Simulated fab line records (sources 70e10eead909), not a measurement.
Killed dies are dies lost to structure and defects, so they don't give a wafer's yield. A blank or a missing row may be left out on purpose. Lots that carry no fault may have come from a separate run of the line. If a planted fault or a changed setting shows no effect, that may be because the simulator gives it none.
Matching of chambers	flow nand_harc	NHARC_P_GATE_DESCUM_61 on rie_diel-07 has 4 sister chambers
The step chemistry O2, time 3 s. 22 wafers are shown with their chamber, then 11 later ones without.

== WAFERS PAIRED WITH THEIR CHAMBERS ==
wafer	chamber	showerhead_plenum_p_Torr (Torr)	drypump_motor_current_A (A)	oes_product_au (a.u.)
L078.4	0	1.81	5.4	0.984
L078.5	2	2.02	5.8	0.991
L078.6	3	2.05	5.3	0.983
L079.1	2	2.02	5.8	0.997
L079.4	1	1.83	5.1	1.025
L079.6	1	1.83	5.1	1.010
L080.1	2	2.02	5.8	0.995
L080.4	1	1.83	5.1	1.009
L080.5	3	2.05	5.3	0.994
L086.1	3	2.05	5.3	0.992
L086.4	2	2.02	5.9	1.000
L086.5	1	1.83	5.1	1.011
L087.2	1	1.83	5.1	1.008
L087.3	2	2.02	5.9	1.007
L087.5	3	2.05	5.3	0.984
L088.1	3	2.05	5.3	1.001
L088.3	1	1.83	5.1	1.034
L088.4	2	2.02	5.9	1.007
L091.1	3	2.05	5.3	1.007
L091.3	1	1.82	5.1	1.015
L091.4	2	2.02	5.8	1.005
L092.1	2	2.02	5.9	1.006

SIGNATURES (means of the wafers above)
reading	chamber 0	chamber 1	chamber 2	chamber 3	scatter within a chamber
showerhead_plenum_p_Torr	1.8100	1.8286	2.0200	2.0500	0.00218
drypump_motor_current_A	5.400	5.100	5.850	5.300	0.0333
oes_product_au	0.98400	1.01600	1.00100	0.99350	0.00846
Rule: for each reading, subtract the chamber's mean from the wafer's reading, divide by that reading's scatter and square the result; add these up over the readings and take the root, which gives the wafer's distance from the chamber. The wafer belongs to the nearest chamber; if the next one is less than 2 further off, it can't be placed. The scatter is the square root of a quotient: the sum, over the shown wafers, of each reading's squared deviation from its chamber's mean, divided by wafers minus chambers.

== WAFERS WHOSE CHAMBER IS MISSING ==
wafer	showerhead_plenum_p_Torr (Torr)	drypump_motor_current_A (A)	oes_product_au (a.u.)
L092.4	2.05	5.3	0.988
L092.6	2.02	5.9	1.002
L094.3	1.81	5.4	0.995
L094.4	2.02	5.9	1.004
L094.5	1.82	5.1	1.015
L095.2	2.02	5.8	1.002
L095.4	2.02	5.9	0.997
L095.6	1.82	5.1	1.001
L096.1	1.82	5.1	1.016
L096.3	1.81	5.4	1.002
L096.6	2.05	5.3	1.002

== CHAMBER TAKEN BY EACH ==
wafer	from the rows above	in truth
L092.4	3	3
L092.6	2	2
L094.3	0	0
L094.4	2	2
L094.5	1	1
L095.2	2	2
L095.4	2	2
L095.6	1	1
L096.1	1	1
L096.3	0	0
L096.6	3	3
Correctly placed: 11 of 11. From these rows, 0 cannot be placed. Placed wrongly: 0.
